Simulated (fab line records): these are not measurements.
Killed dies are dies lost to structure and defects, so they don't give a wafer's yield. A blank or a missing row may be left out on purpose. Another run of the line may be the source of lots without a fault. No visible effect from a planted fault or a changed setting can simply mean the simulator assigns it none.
Chamber matching ; flow nand harc ; pecvd-01 running NHARC_A_STAIRCASE_DEP_156: 3 sister chambers
The step deposits SiNx, target thk 50 nm. 6 wafers are shown with their chamber, then 8 later ones without.

WAFERS PAIRED WITH THEIR CHAMBERS
wafer;chamber;heater power w (W)
L081.2;1;600
L081.4;1;607
L081.5;0;868
L083.3;0;856
L083.4;2;709
L084.3;2;716

WAFERS WHOSE CHAMBER IS MISSING
wafer;heater power w (W)
L084.4;828
L084.5;710
L093.2;818
L093.4;811
L093.5;619
L094.2;576
L094.4;595
L094.5;809

CHAMBER TAKEN BY EACH
wafer;from the rows above;in truth
L084.4;0;0
L084.5;2;2
L093.2;0;0
L093.4;0;0
L093.5;1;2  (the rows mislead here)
L094.2;1;1
L094.4;1;1
L094.5;0;0
Correct placement for 7 of the 8. Left unplaced by these rows: 0. 1 placed wrongly.
How it was worked out, from the rows above alone: a wafer's distance from a chamber is the root of the sum, over the readings, of the square of ((its reading less the chamber's mean) divided by the reading's scatter). The wafer belongs to the nearest chamber; if the next one is less than 2 further off, it can't be placed. For every chamber, the mean is computed from those of its wafers that are shown. The scatter: take each reading less its chamber's mean, square it, sum over the shown wafers, divide by the number of wafers less the number of chambers, and take the root.
